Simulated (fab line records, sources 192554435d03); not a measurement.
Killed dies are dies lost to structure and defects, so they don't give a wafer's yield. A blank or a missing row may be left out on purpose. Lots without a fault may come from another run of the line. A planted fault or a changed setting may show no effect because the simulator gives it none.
One fault seen from 2 desks | flow n5_finfet | each desk has only its own numbers; what lay behind them comes last

THE METROLOGY DESK
What the gauges read, lot by lot, whatever tool the lot ran on: means of the sampled wafers that have a number. A lot is out of limits, marked OUT, if its mean lies more than 4 standard deviations from the usual mean; the brackets give that distance. Of its 10 readings 7 are shown: those that lie furthest out on some lot.
Columns: A = DIBL_P at N5_BEOL_M4_RC_MEAS_101, usual 37.1 mV/V; B = IOFF_N at N5_BEOL_M4_RC_MEAS_101, usual 0.17 nA/um; C = IOFF_P at N5_BEOL_M4_RC_MEAS_101, usual 0.22 nA/um; D = ION_N at N5_BEOL_M4_RC_MEAS_101, usual 674 uA/um; E = SS_N at N5_BEOL_M4_RC_MEAS_101, usual 71.7 mV/dec; F = SS_P at N5_BEOL_M4_RC_MEAS_101, usual 73.5 mV/dec; G = VT_P at N5_BEOL_M4_RC_MEAS_101, usual -250 mV
lot  | first seen here | A    | B    | C    | D   | E    | F    | G
L557 | day 11 01:55    | 37.0 | 0.18 | 0.22 | 672 | 71.9 | 73.4 | -251
L560 | day 12 11:23    | 40.1 | 0.21 | 0.26 | 685 | 72.6 | 74.3 | -248
L561 | day 12 15:16    | 36.8 | 0.16 | 0.21 | 672 | 71.9 | 73.2 | -251
L567 | day 13 21:56    | 37.5 | 0.16 | 0.24 | 676 | 71.7 | 73.3 | -246
This desk's finding: nothing out of limits on any of the 4 lots.

THE TOOL OWNER'S DESK: pecvd-02
The tool's own readings at N5_BEOL_M0_SAQP_ILD_DEP_01 (deposits SiOC from DEMS/O2, target thk 45.419 nm, time 8.7 s): means of the sampled wafers that have a number, for each lot that ran on this tool. A lot is out of limits, marked OUT, if its mean lies more than 4 standard deviations from the usual mean; the brackets give that distance.
Columns: A = heater_power_w at N5_BEOL_M0_SAQP_ILD_DEP_01, usual 492 W; B = rf_fwd_power_W at N5_BEOL_M0_SAQP_ILD_DEP_01, usual 491.9 W; C = showerhead_plenum_p_Torr at N5_BEOL_M0_SAQP_ILD_DEP_01, usual 5.699 Torr; D = throttle_valve_pct at N5_BEOL_M0_SAQP_ILD_DEP_01, usual 11.8 %
lot  | first seen here | A   | B     | C     | D
L557 | day 8 14:28     | 531 | 491.2 | 5.701 | 12.1
L560 | day 9 09:25     | 479 | 491.7 | 5.705 | 11.8
L561 | day 9 16:34     | 491 | 491.7 | 5.702 | 12.3
This desk's finding: nothing out of limits on any of the 3 lots.

PUT TOGETHER
The metrology desk saw nothing out of limits.
The tool owner's desk saw nothing out of limits.

WHAT THE SIMULATOR HAD PUT IN
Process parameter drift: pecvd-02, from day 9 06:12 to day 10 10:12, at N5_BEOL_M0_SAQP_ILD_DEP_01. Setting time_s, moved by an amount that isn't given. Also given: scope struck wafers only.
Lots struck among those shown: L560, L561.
